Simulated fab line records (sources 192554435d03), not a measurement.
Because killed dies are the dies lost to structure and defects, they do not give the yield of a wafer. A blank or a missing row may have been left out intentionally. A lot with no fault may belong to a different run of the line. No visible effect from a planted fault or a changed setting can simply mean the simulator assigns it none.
fab line records	flow n5Finfet
record: lots: 7	wafers: 21
route steps=1938 shown HKMG_FIN@397 MOL_CONTACT_COAG@519 BEOL_M0_SAQP@663 BEOL_M1@755
startH: start of the lot's first displayed wafer, in hours after the record's first day	waitH: hours elapsed since this lot's preceding step	" same as the row above	L1.1+2: a single row standing in for several wafers	- value missing, or start not given	* or withheld: withheld	< > ~ a bound
route shown NAME@n: NAME is a module with steps in the file, n the number in the route of the first one	usual: mean/standard deviation of fault-free wafers	same: alike in all rows	chamber/n: place in a boat	sites: the reading at each site	_std_site: standard deviation of those values	_edge_site: mean of outer sites minus mean of inner sites	radiusMm: for every site, how far away it sits from the centre of the wafer	mask NAME#n: copy n	behind: tool/chamber where the wafer was last shaped	hold: the reason the lot was held/the length of the hold in hours/how it ended	device: names the non-switching transistor (n, p or np)	end of line: the route-end tests of the same wafers	a step with no rows: only its recipe	killed: count of dies lost to structure and defects at first sort (not the wafer's yield)	map: shows each die of a wafer: x if killed, . if not, _ if none is there
set.NAME: the setting that was run; set.NAME@STEP: the one run at that earlier step	model.NAME: the simulator's own value behind a step, which no gauge read
one table per step and one row per wafer, for lots whose settings were changed on purpose
== steps ==
step: N5_HKMG_FIN_DEVELOP_48
recipe: developTimeS: 30	developer: TMAH	resist: CAR-ArF	rinseLiquid: diw	dry: airSpin	devTempC: 23
lot.wafer	tool	chamber	startH	waitH	set.developTimeS
L079.1+3+4	lithoTrack-04	0	-	-	30
L080.2	lithoTrack-02	0	-	-	30
L080.4+5	"	0	"	"	33.12
L082.1+5	lithoTrack-02	0	-	-	24.38
L082.6	"	0	"	"	30
L083.1+5	lithoTrack-01	0	-	-	30
L083.3	"	0	"	"	25.12
L092.2+4	lithoTrack-04	0	-	-	30
L092.5	"	0	"	"	32.73
L094.3+4+6	lithoTrack-01	0	-	-	30
L096.1+4+6	lithoTrack-04	0	-	-	30
step: N5_HKMG_FIN_CD_MEAS_49
recipe: targetCdNm: 202	landingEnergyEv: 500	detector: seInlens	polarity: opening
usual: cdNm: 202.2/0.71
lot.wafer	tool	chamber	startH	waitH	set.doseMj@HKMG_FIN_EXPOSE_46	cdNm
L079.1	cdSem-03	0	107.76	-	40	201.0
L079.3	"	0	"	"	40	203.1
L079.4	"	0	"	"	38.56	200.2
L080.2	cdSem-02	0	110.07	-	40	202.3
L080.4	"	0	"	"	40	203.3
L080.5	"	0	"	"	40	202.2
L082.1	cdSem-03	0	119.69	-	37.14	197.4
L082.5	"	0	"	"	40	201.9
L082.6	"	0	"	"	40	201.7
L083.1	cdSem-02	0	128.54	-	40.96	202.9
L083.3	"	0	"	"	40	201.3
L083.5	"	0	"	"	40.96	203.7
L092.2	cdSem-03	0	184.87	-	40	203.7
L092.4	"	0	"	"	40	202.9
L092.5	"	0	"	"	42.45	206.6
L094.3	cdSem-02	0	192.93	-	42.93	205.9
L094.4	"	0	"	"	40	202.8
L094.6	"	0	"	"	40	202.1
L096.1	cdSem-01	0	207.70	-	40	202.3
L096.4	"	0	"	"	40	202.2
L096.6	"	0	"	"	40	202.7
step: N5_HKMG_FIN_DESCUM_53
recipe: chemistry: O2	timeS: 7.9	sourcePowerW: 50	biasPowerW: 20	pressureMtorr: 20	rfFrequencyHz: 2.712e+07	tempC: 40	resist: CAR-ArF	o2FlowSccm: 225
step: N5_HKMG_FIN_ETCH_54
recipe: chemistry: CF4	target: SiARC	targetDepthA: 455	maskMaterial: CAR-ArF	timeS: 75.8	ionEnergyEv: 80	pressureMtorr: 40	sourceW: 545	biasW: 36	Ar_flow_sccm: 100	cf4FlowSccm: 100	ends: cleared
lot.wafer	tool	chamber	startH	waitH	set.doseMj@HKMG_FIN_EXPOSE_46	model.HKMG_FIN.cdOffsetNm
L079.1	rieDiel-02	2	107.88	0.0	40	-0.6
L079.3	"	0	"	"	40	0.8
L079.4	"	3	"	"	38.56	-1.8
L080.2	rieDiel-04	3	110.49	0.0	40	-0.6
L080.4	"	2	"	"	40	1
L080.5	"	0	"	"	40	-0.2
L082.1	rieDiel-04	2	119.81	0.0	37.14	-4.4
L082.5	"	2	"	"	40	0.2
L082.6	"	0	"	"	40	0
L083.1	rieDiel-03	2	128.67	0.0	40.96	1.2
L083.3	"	0	"	"	40	-1.2
L083.5	"	2	"	"	40.96	1.4
L092.2+4	rieDiel-03	3,2	184.99	0.0	40	1
L092.5	"	0	"	"	42.45	4.2
L094.3	rieDiel-03	2	193.36	0.0	42.93	3.8
L094.4	"	3	"	"	40	0.4
L094.6	"	0	"	"	40	-0.6
L096.1+4	rieDiel-04	1,2	207.82	0.0	40	0.2
L096.6	"	1	"	"	40	0.8
step: N5_MOL_CONTACT_COAG_COAT_58
recipe: resist: underlayer	tempC: 205	timeS: 60	spinRpm: 1500	resistThkNm: 10
lot.wafer	tool	chamber	startH	waitH	set.spinRpm	model.underlayer_of_MOL_CONTACT_COAG_COAT_58.thkNm
L079.1	lithoTrack-03	0	-	-	1500	10
L079.3+4	"	0	"	"	1336	10.6
L080.2+5	lithoTrack-04	0	-	-	1418	10.4
L080.4	"	0	"	"	1500	10
L082.1+6	lithoTrack-03	0	-	-	1500	10
L082.5	"	0	"	"	1591	9.8
L083.1+3+5	lithoTrack-02	0	-	-	1500	10
L092.2+4+5	lithoTrack-04	0	-	-	1500	10
L094.3+4+6	lithoTrack-03	0	-	-	1500	10
L096.1+4+6	lithoTrack-03	0	-	-	1500	10
step: N5_MOL_CONTACT_COAG_COAT_02
recipe: resist: CAR-EUV	spinRpm: 1500	resistThkNm: 30
lot.wafer	tool	chamber	startH	waitH	set.spinRpm	model.CAR-EUV_of_MOL_CONTACT_COAG_COAT_02.thkNm
L079.1+4	lithoTrack-03	0	-	-	1552	29.6
L079.3	"	0	"	"	1500	30.2
L080.2	lithoTrack-04	0	-	-	1500	30
L080.4+5	"	0	"	"	1500	30.2
L082.1+6	lithoTrack-03	0	-	-	1500	30
L082.5	"	0	"	"	1500	29.8
L083.1	lithoTrack-02	0	-	-	1648	28.4
L083.3	"	0	"	"	1648	28.6
L083.5	"	0	"	"	1500	29.8
L092.2+5	lithoTrack-04	0	-	-	1500	30
L092.4	"	0	"	"	1561	29.4
L094.3+4+6	lithoTrack-03	0	-	-	1500	30
L096.1+4+6	lithoTrack-03	0	-	-	1500	30
step: N5_MOL_CONTACT_COAG_EBR_04
recipe: solvent: PGMEA	ebrWidthMm: 1.5
step: N5_MOL_CONTACT_COAG_SOFTBAKE_03
recipe: tempC: 110	timeS: 60	resist: CAR-EUV
step: N5_MOL_CONTACT_COAG_EXPOSE_05
recipe: maskId: CA	na: 0.33	sourceShape: annular	sigmaInner: 0.4	sigmaOuter: 0.8	polarization: unpolarized	defocusNm: 0	doseMj: 38.25
step: N5_MOL_CONTACT_COAG_PEB_06
recipe: pebTempC: 100	pebTimeS: 60	resist: CAR-EUV
step: N5_MOL_CONTACT_COAG_DEVELOP_07
recipe: developTimeS: 30	developer: TMAH	resist: CAR-EUV	rinseLiquid: surfactantRinse	dry: airSpin	devTempC: 23
lot.wafer	tool	chamber	startH	waitH	set.spinRpm@MOL_CONTACT_COAG_COAT_02	model.CAR-EUV_of_MOL_CONTACT_COAG_COAT_02.thkNm
L079.1+4	lithoTrack-04	0	-	-	1552	29.2
L079.3	"	0	"	"	1500	29.8
L080.2+4	lithoTrack-03	0	-	-	1500	29.6
L080.5	"	0	"	"	1500	29.8
L082.1+6	lithoTrack-04	0	-	-	1500	29.6
L082.5	"	0	"	"	1500	29.4
L083.1+3	lithoTrack-04	0	-	-	1648	28
L083.5	"	0	"	"	1500	29.4
L092.2+5	lithoTrack-02	0	-	-	1500	29.6
L092.4	"	0	"	"	1561	29
L094.3+6	lithoTrack-03	0	-	-	1500	29.6
L094.4	"	0	"	"	1500	29.4
L096.1	lithoTrack-03	0	-	-	1500	29.4
L096.4+6	"	0	"	"	1500	29.6
step: N5_MOL_CONTACT_COAG_DESCUM_13
recipe: chemistry: O2	timeS: 7	sourcePowerW: 50	biasPowerW: 20	pressureMtorr: 20	rfFrequencyHz: 2.712e+07	tempC: 40	resist: CAR-EUV	o2FlowSccm: 225
step: N5_MOL_CONTACT_COAG_ETCH_59
recipe: chemistry: N2/H2	target: underlayer	targetDepthA: 130	maskMaterial: CAR-EUV	timeS: 10.4	ionEnergyEv: 200	pressureMtorr: 30	sourceW: 840	biasW: 150	n2FlowSccm: 200	h2FlowSccm: 200	ends: cleared
lot.wafer	tool	chamber	startH	waitH	set.spinRpm@MOL_CONTACT_COAG_COAT_58	model.etch.depthNm
L079.1	rieDiel-02	3	124.15	0.0	1500	9.948
L079.3+4	"	2,1	"	"	1336	10.55
L080.2	rieDiel-02	1	126.21	0.0	1418	10.36
L080.4	"	0	"	"	1500	10.09
L080.5	"	3	"	"	1418	10.34
L082.1	rieDiel-03	2	135.59	0.0	1500	9.996
L082.5	"	1	"	"	1591	9.714
L082.6	"	0	"	"	1500	10
L083.1	rieDiel-03	0	144.21	0.0	1500	10
L083.3	"	1	"	"	1500	10.06
L083.5	"	2	"	"	1500	10.01
L092.2	rieDiel-03	1	200.79	0.0	1500	9.998
L092.4	"	0	"	"	1500	9.994
L092.5	"	3	"	"	1500	10.02
L094.3	rieDiel-04	3	210.63	0.0	1500	10.04
L094.4+6	"	0,3	"	"	1500	10.03
L096.1	rieDiel-03	0	225.32	0.0	1500	10.01
L096.4	"	2	"	"	1500	10.04
L096.6	"	2	"	"	1500	10.02
step: N5_MOL_CONTACT_COAG_VIA_ETCH_46
recipe: chemistry: C4F6/O2	targetDepthA: 460	overetchA: 92	maskMaterial: SOC	target: SiO2	biasW: 455	pressureMtorr: 10	timeS: 40	sourceW: 325	Ar_flow_sccm: 300	C4F6_flow_sccm: 10	O2_flow_sccm: 10	ionEnergyEv: 575.3	ends: endPoint
usual: rfVppV: 1586/37
lot.wafer	tool	chamber	startH	waitH	set.biasW	rfVppV
L079.1	rieDiel-03	1	136.40	0.0	455	1572
L079.3	"	0	"	"	455	1613
L079.4	"	0	"	"	455	1614
L080.2	rieDiel-02	1	140.71	0.0	455	1596
L080.4	"	3	"	"	455	1563
L080.5	"	0	"	"	387.3	1371
L082.1	rieDiel-02	0	147.68	0.0	455	1549
L082.5	"	0	"	"	455	1549
L082.6	"	1	"	"	513.6	1747
L083.1	rieDiel-02	1	154.18	0.0	455	1595
L083.3	"	0	"	"	455	1548
L083.5	"	0	"	"	455	1548
L092.2	rieDiel-02	2	210.68	0.0	455	1565
L092.4	"	0	"	"	455	1549
L092.5	"	2	"	"	455	1563
L094.3	rieDiel-03	2	222.49	0.0	455	1595
L094.4	"	0	"	"	384.4	1418
L094.6	"	2	"	"	384.4	1405
L096.1	rieDiel-03	2	235.84	0.0	455	1592
L096.4	"	1	"	"	455	1569
L096.6	"	2	"	"	455	1593
step: N5_MOL_CONTACT_COAG_COAT_62
recipe: resist: SOC	tempC: 250	timeS: 60	spinRpm: 1500	resistThkNm: 60
lot.wafer	tool	chamber	startH	waitH	set.spinRpm	model.SOC_of_MOL_CONTACT_COAG_COAT_62.thkNm
L079.1	lithoTrack-03	0	136.77	0.0	1500	60
L079.3	"	0	"	"	1586	58.6
L079.4	"	0	"	"	1586	58.4
L080.2	lithoTrack-02	0	141.08	0.0	1385	62.4
L080.4+5	"	0	"	"	1500	60
L082.1	lithoTrack-04	0	148.05	0.0	1500	60.2
L082.5	"	0	"	"	1436	61.2
L082.6	"	0	"	"	1436	61.4
L083.1+5	lithoTrack-02	0	154.55	0.0	1500	60
L083.3	"	0	"	"	1500	59.8
L092.2	lithoTrack-04	0	211.05	0.0	1592	58.2
L092.4+5	"	0	"	"	1500	60
L094.3+4+6	lithoTrack-02	0	222.86	0.0	1500	60
L096.1	lithoTrack-02	0	236.21	0.0	1500	60
L096.4+6	"	0	"	"	1500	60.2
step: N5_MOL_CONTACT_COAG_COAT_63
recipe: resist: SiARC	tempC: 220	timeS: 60	spinRpm: 1500	resistThkNm: 10
step: N5_MOL_CONTACT_COAG_COAT_64
recipe: resist: underlayer	tempC: 205	timeS: 60	spinRpm: 1500	resistThkNm: 10
step: N5_MOL_CONTACT_COAG_ALD_133
recipe: material: SiO2	targetThkA: 50	tempC: 100	aldPrecursorFamily: BDEAS	aldCoReactant: O2-plasma	pulseTimeS: 1	coReactantPulseTimeS: 1	purgeTimeS: 2	coReactantPurgeTimeS: 2	aldCycles: 35	pressureTorr: 2
step: N5_MOL_CONTACT_COAG_ETCHBACK_134
recipe: chemistry: CHF3	target: SiO2	targetDepthA: 100	timeS: 6.7	ionEnergyEv: 200	pressureMtorr: 30	sourceW: 610	biasW: 170	Ar_flow_sccm: 200	CHF3_flow_sccm: 50
step: N5_MOL_CONTACT_COAG_ETCH_67
recipe: chemistry: N2/H2	target: SOC	targetDepthA: 600	overetchA: 210	maskMaterial: SiARC	tempC: 40	timeS: 101.2	ionEnergyEv: 200	pressureMtorr: 30	sourceW: 840	biasW: 150	n2FlowSccm: 200	h2FlowSccm: 200
lot.wafer	tool	chamber	startH	waitH	set.spinRpm@MOL_CONTACT_COAG_COAT_62	model.etch.depthNm
L079.1	rieDiel-03	0	138.84	0.0	1500	59.99
L079.3	"	1	"	"	1586	58.53
L079.4	"	0	"	"	1586	58.46
L080.2	rieDiel-02	2	141.93	0.0	1385	62.36
L080.4	"	0	"	"	1500	59.99
L080.5	"	1	"	"	1500	59.97
L082.1	rieDiel-02	1	149.62	0.0	1500	60.26
L082.5	"	1	"	"	1436	61.27
L082.6	"	2	"	"	1436	61.5
L083.1	rieDiel-04	3	155.34	0.0	1500	60.05
L083.3	"	3	"	"	1500	59.74
L083.5	"	0	"	"	1500	59.94
L092.2	rieDiel-03	3	211.82	0.0	1592	58.13
L092.4	"	0	"	"	1500	60
L092.5	"	2	"	"	1500	60.07
L094.3	rieDiel-04	1	223.90	0.0	1500	60
L094.4	"	3	"	"	1500	59.91
L094.6	"	2	"	"	1500	59.97
L096.1	rieDiel-04	2	237.22	0.0	1500	59.99
L096.4	"	0	"	"	1500	60.21
L096.6	"	2	"	"	1500	60.13
step: N5_MOL_CONTACT_COAG_STRIP_68
recipe: chemistry: N2/H2	tempC: 40	n2FlowSccm: 200	h2FlowSccm: 200	rfFrequencyHz: 6e+07
step: N5_MOL_CONTACT_COAG_STRIP_69
recipe: chemistry: N2/H2	tempC: 40	n2FlowSccm: 200	h2FlowSccm: 200	rfFrequencyHz: 6e+07
step: N5_MOL_CONTACT_COAG_ETCHBACK_136
recipe: chemistry: CHF3	target: SiO2	targetDepthA: 250	timeS: 16.7	ionEnergyEv: 200	pressureMtorr: 30	sourceW: 610	biasW: 170	Ar_flow_sccm: 200	CHF3_flow_sccm: 50
step: N5_MOL_CONTACT_COAG_STRIP_120
recipe: chemistry: CHF3	resist: SiARC	rfFrequencyHz: 6e+07
step: N5_MOL_CONTACT_COAG_VIA_ETCH_117
recipe: chemistry: C4F6/O2	targetDepthA: 400	overetchA: 80	maskMaterial: SOC	target: SiO2	biasW: 455	pressureMtorr: 10	timeS: 26	sourceW: 325	Ar_flow_sccm: 300	C4F6_flow_sccm: 10	O2_flow_sccm: 10	ionEnergyEv: 575.3	ends: endPoint
lot.wafer	tool	chamber	startH	waitH	set.spinRpm@MOL_CONTACT_COAG_COAT_62	model.SOC_of_MOL_CONTACT_COAG_COAT_62.thkNm
L079.1	rieDiel-03	0	138.97	0.0	1500	51.4
L079.3	"	1	"	"	1586	50.8
L079.4	"	0	"	"	1586	50
L080.2	rieDiel-02	2	142.05	0.0	1385	53.8
L080.4	"	0	"	"	1500	51.2
L080.5	"	1	"	"	1500	51.6
L082.1	rieDiel-02	1	149.74	0.0	1500	51.8
L082.5+6	"	1,2	"	"	1436	52.8
L083.1	rieDiel-04	3	155.53	0.0	1500	51.4
L083.3	"	3	"	"	1500	51
L083.5	"	0	"	"	1500	51.6
L092.2	rieDiel-03	3	211.94	0.0	1592	49.6
L092.4	"	0	"	"	1500	51.6
L092.5	"	2	"	"	1500	51.4
L094.3+4	rieDiel-04	1,3	224.02	0.0	1500	51.4
L094.6	"	2	"	"	1500	51.2
L096.1	rieDiel-04	2	237.34	0.0	1500	51.2
L096.4	"	0	"	"	1500	51.6
L096.6	"	2	"	"	1500	51.4
step: N5_BEOL_M0_SAQP_SPACER1_ALD_98
recipe: material: SiO2	targetThkA: 128	tempC: 300	aldPrecursorFamily: BDEAS	aldCoReactant: O2-plasma	pulseTimeS: 1	purgeTimeS: 2	coReactantPurgeTimeS: 2	aldCycles: 138	pressureTorr: 2
lot.wafer	tool	chamber	startH	waitH	set.aldCycles	model.SiO2_of_BEOL_M0_SAQP_SPACER1_ALD_98.thkNm
L079.1	aldSin-01	3	147.28	0.3	138	12.8
L079.3	"	0	"	"	138	12.6
L079.4	"	2	"	"	158	14.6
L080.2	aldSin-04	2	150.71	0.4	138	12.8
L080.4+5	"	1	"	"	126	11.6
L082.1+5	aldSin-01	1	158.32	0.5	149	13.8
L082.6	"	2	"	"	138	12.8
L083.1+5	aldSin-04	2,3	162.84	1.1	138	12.8
L083.3	"	3	"	"	125	11.6
L092.2	aldSin-04	0	219.20	0.6	138	12.6
L092.4	"	3	"	"	159	14.8
L092.5	"	0	"	"	159	14.6
L094.3	aldSin-01	0	232.71	0.1	138	12.6
L094.4+6	"	2,3	"	"	138	13
L096.1+4+6	aldSin-02	1,0,1	244.71	0.3	138	12.8
step: N5_BEOL_M0_SAQP_SPACER1_ETCHBACK_99
recipe: chemistry: CHF3/O2	mode: anisotropicEtchback	target: SiO2	targetDepthA: 154	timeS: 7.7	pressureMtorr: 30	sourceW: 650	biasW: 170	Ar_flow_sccm: 200	CHF3_flow_sccm: 50	O2_flow_sccm: 5	ionEnergyEv: 200
step: N5_BEOL_M0_SAQP_MANDREL1_REMOVE_100
recipe: chemistry: HBr/Cl2/O2	btTimeS: 10	target: a-Si	stopOn: SiNx	endpoint: OES-SiCl	overEtchFrac: 0.85	icpW: 600	biasW: 30	HBr_flow_sccm: 150	Cl2_flow_sccm: 80	O2_flow_sccm: 5	pressureMtorr: 10
lot.wafer	tool	chamber	startH	waitH	set.aldCycles@BEOL_M0_SAQP_SPACER1_ALD_98	model.BEOL_M0_SAQP.cdNm
L079.1	rieSi-05	1	147.87	0.1	138	13
L079.3	"	0	"	"	138	12.6
L079.4	"	3	"	"	158	14.6
L080.2	rieSi-06	1	151.28	0.1	138	12.8
L080.4	"	2	"	"	126	11.6
L080.5	"	0	"	"	126	12
L082.1	rieSi-06	3	158.88	0.1	149	13.8
L082.5	"	3	"	"	149	14
L082.6	"	2	"	"	138	12.8
L083.1	rieSi-02	3	163.40	0.1	138	12.8
L083.3	"	0	"	"	125	11.6
L083.5	"	1	"	"	138	13
L092.2	rieSi-02	0	220.08	0.1	138	12.6
L092.4	"	1	"	"	159	15
L092.5	"	2	"	"	159	14.8
L094.3	rieSi-02	3	233.30	0.1	138	12.8
L094.4+6	"	2,3	"	"	138	13
L096.1	rieSi-06	1	245.27	0.1	138	12.8
L096.4	"	0	"	"	138	13
L096.6	"	2	"	"	138	12.6
step: N5_BEOL_M0_SAQP_CD_MEAS_25
recipe: targetCdNm: 13.1	landingEnergyEv: 1000	detector: seInlens
usual: cdNm: 12.86/0.25
lot.wafer	tool	chamber	startH	waitH	set.aldCycles@BEOL_M0_SAQP_SPACER1_ALD_98	cdNm
L079.1	cdSem-01	0	147.98	0.1	138	13.16
L079.3	"	0	"	"	138	12.61
L079.4	"	0	"	"	158	14.85
L080.2	cdSem-03	0	151.39	0.1	138	12.62
L080.4	"	0	"	"	126	11.57
L080.5	"	0	"	"	126	12.21
L082.1	cdSem-01	0	158.99	0.1	149	13.71
L082.5	"	0	"	"	149	13.71
L082.6	"	0	"	"	138	12.76
L083.1	cdSem-01	0	163.51	0.1	138	12.98
L083.3	"	0	"	"	125	11.29
L083.5	"	0	"	"	138	12.88
L092.2	cdSem-01	0	220.19	0.1	138	12.60
L092.4	"	0	"	"	159	15.22
L092.5	"	0	"	"	159	14.61
L094.3	cdSem-02	0	233.42	0.1	138	12.63
L094.4	"	0	"	"	138	13.10
L094.6	"	0	"	"	138	12.98
L096.1	cdSem-02	0	245.38	0.1	138	12.74
L096.4	"	0	"	"	138	13.09
L096.6	"	0	"	"	138	12.97
step: N5_BEOL_M1_COAT_61
recipe: resist: SOC	tempC: 250	timeS: 60	spinRpm: 1500	resistThkNm: 60
lot.wafer	tool	chamber	startH	waitH	set.spinRpm	model.SOC_of_BEOL_M1_COAT_61.thkNm
L079.1	lithoTrack-02	0	160.61	0.1	1587	58.4
L079.3+4	"	0	"	"	1500	60
L080.2+4	lithoTrack-01	0	162.99	0.1	1500	60
L080.5	"	0	"	"	1500	59.8
L082.1+6	lithoTrack-04	0	181.92	0.1	1500	59.8
L082.5	"	0	"	"	1500	60
L083.1	lithoTrack-02	0	186.62	0.1	1500	60.2
L083.3+5	"	0	"	"	1500	60
L092.2+4	lithoTrack-04	0	232.31	0.1	1500	59.8
L092.5	"	0	"	"	1560	58.6
L094.3	lithoTrack-02	0	245.06	0.1	1500	60.2
L094.4+6	"	0	"	"	1500	60
L096.1+4+6	lithoTrack-01	0	255.92	0.1	1500	60.2
== key ==
split: step: N5_HKMG_FIN_DEVELOP_48	setting: developTimeS	stated: 30	by: wafer
response none clear
split: step: N5_MOL_CONTACT_COAG_COAT_58	setting: spinRpm	stated: 1500	by: wafer
response: step: N5_MOL_CONTACT_COAG_COAT_58	reading: model.underlayer_of_MOL_CONTACT_COAG_COAT_58.thkNm	change: -0.0535	per: 1%	r: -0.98
response: step: N5_MOL_CONTACT_COAG_ETCH_59	reading: model.etch.depthNm	change: -0.0525	per: 1%	r: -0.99
split: step: N5_MOL_CONTACT_COAG_COAT_02	setting: spinRpm	stated: 1500	by: wafer
response: step: N5_MOL_CONTACT_COAG_COAT_02	reading: model.CAR-EUV_of_MOL_CONTACT_COAG_COAT_02.thkNm	change: -0.138	per: 1%	r: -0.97
response: step: N5_MOL_CONTACT_COAG_DEVELOP_07	reading: model.CAR-EUV_of_MOL_CONTACT_COAG_COAT_02.thkNm	change: -0.146	per: 1%	r: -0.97
split: step: N5_MOL_CONTACT_COAG_VIA_ETCH_46	setting: biasW	stated: 455	by: wafer
response: step: N5_MOL_CONTACT_COAG_VIA_ETCH_46	reading: rfVppV	change: +13.5	per: 1%	r: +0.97
split: step: N5_MOL_CONTACT_COAG_COAT_62	setting: spinRpm	stated: 1500	by: wafer
response: step: N5_MOL_CONTACT_COAG_COAT_62	reading: model.SOC_of_MOL_CONTACT_COAG_COAT_62.thkNm	change: -0.29	per: 1%	r: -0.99
response: step: N5_MOL_CONTACT_COAG_ETCH_67	reading: model.etch.depthNm	change: -0.294	per: 1%	r: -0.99
response: step: N5_MOL_CONTACT_COAG_VIA_ETCH_117	reading: model.SOC_of_MOL_CONTACT_COAG_COAT_62.thkNm	change: -0.272	per: 1%	r: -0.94
split: step: N5_BEOL_M0_SAQP_SPACER1_ALD_98	setting: aldCycles	stated: 138	by: wafer
response: step: N5_BEOL_M0_SAQP_SPACER1_ALD_98	reading: model.SiO2_of_BEOL_M0_SAQP_SPACER1_ALD_98.thkNm	change: +0.133	per: 1%	r: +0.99
response: step: N5_BEOL_M0_SAQP_MANDREL1_REMOVE_100	reading: model.BEOL_M0_SAQP.cdNm	change: +0.136	per: 1%	r: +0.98
response: step: N5_BEOL_M0_SAQP_CD_MEAS_25	reading: cdNm	change: +0.139	per: 1%	r: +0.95
split: step: N5_BEOL_M1_COAT_61	setting: spinRpm	stated: 1500	by: wafer
response: step: N5_BEOL_M1_COAT_61	reading: model.SOC_of_BEOL_M1_COAT_61.thkNm	change: -0.284	per: 1%	r: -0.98
split outsideThisFile step=N5_HKMG_FIN_EXPOSE_46 setting=doseMj
split outsideThisFile: this setting was split too, and the file shows its column; the key of that split is in another file
